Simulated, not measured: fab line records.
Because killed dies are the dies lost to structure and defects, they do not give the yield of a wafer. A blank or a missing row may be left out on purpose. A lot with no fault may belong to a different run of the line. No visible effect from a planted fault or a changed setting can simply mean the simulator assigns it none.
Chamber matching ; flow n5 finfet ; 4 sister chambers for N5_HKMG_FIN_STRIP_57 on rie diel-06
The step strips in CF4. 4 wafers are shown with their chamber, then 12 later ones without.

WAFERS WITH THEIR CHAMBER
wafer;chamber;drypump motor current A (A)
L089.4;2;5.1
L089.5;0;6.2
L090.1;3;5.9
L090.5;1;4.8

WAFERS MISSING THEIR CHAMBER
wafer;drypump motor current A (A)
L091.2;5.1
L091.3;4.8
L091.4;5.9
L093.2;6.2
L093.4;4.8
L093.5;5.1
L094.1;5.9
L094.4;4.8
L094.6;4.8
L095.1;5.9
L095.3;4.8
L095.4;6.3

THE CHAMBER EACH PASSED THROUGH
wafer;from the rows above;in truth
L091.2;2;2
L091.3;1;1
L091.4;3;3
L093.2;0;0
L093.4;1;1
L093.5;2;2
L094.1;3;3
L094.4;1;1
L094.6;1;1
L095.1;3;3
L095.3;1;1
L095.4;0;0
12 of 12 placed correctly. Left unplaced by these rows: 0. Placed wrongly: 0.
How it was worked out, from the rows above alone: a wafer's distance from a chamber is the root of the sum, over the readings, of the square of ((its reading less the chamber's mean) divided by the reading's scatter). If the next closest chamber is less than 2 further off than the closest, the wafer can't be placed; otherwise it belongs to the closest. For every chamber, the mean is computed from those of its wafers that are shown. The scatter: with one shown wafer a chamber, the root of the mean of the squares of how far each hidden wafer lies from its nearest shown one.
